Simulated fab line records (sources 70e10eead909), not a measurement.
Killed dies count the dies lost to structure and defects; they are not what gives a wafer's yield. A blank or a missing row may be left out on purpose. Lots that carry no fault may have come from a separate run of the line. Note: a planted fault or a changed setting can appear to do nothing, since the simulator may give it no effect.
Chamber matching -- flow nand-harc -- ald-hk-02 running NHARC_A_CHANNEL_FILL_D1_ALD_02: 4 sister chambers
The step deposits SiO2, target thk 6 nm, pulse time 10 s, ald cycles 60. 8 wafers are shown with their chamber, then 7 later ones without.

EACH WAFER AND ITS CHAMBER
wafer,chamber,heater-power-w (W),precursor-pulse-height-rel
L116.2,1,487,0.958
L121.2,3,515,1.023
L121.6,2,470,1.026
L123.3,1,498,0.977
L123.5,2,476,0.939
L126.1,0,530,0.972
L126.5,3,513,0.992
L126.6,0,528,0.986

WAFERS WITHOUT THEIR CHAMBER
wafer,heater-power-w (W),precursor-pulse-height-rel
L125.1,481,1.008
L125.2,533,0.955
L125.4,516,1.027
L130.1,487,0.988
L130.6,539,0.998
L133.2,482,0.990
L133.4,494,1.011

WHICH CHAMBER EACH WENT THROUGH
wafer,from the rows above,in truth
L125.1,can't be placed: 2 or 1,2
L125.2,0,0
L125.4,3,3
L130.1,can't be placed: 1 or 2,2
L130.6,0,0
L133.2,can't be placed: 2 or 1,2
L133.4,1,1
4 of 7 placed correctly. Cannot be placed on the basis of these rows: 3; the candidates contain the true chamber in 3. Placed wrongly: 0.
How it was worked out, from the rows above alone: a wafer's distance from a chamber is the root of the sum, over the readings, of the square of ((its reading less the chamber's mean) divided by the reading's scatter). The wafer belongs to the nearest chamber; if the next one is less than 2 further off, it can't be placed. For every chamber, the mean is computed from those of its wafers that are shown. How the scatter is found: for the shown wafers, subtract from each reading the mean of its chamber, square and add these, divide the total by (wafers less chambers), then take the root.
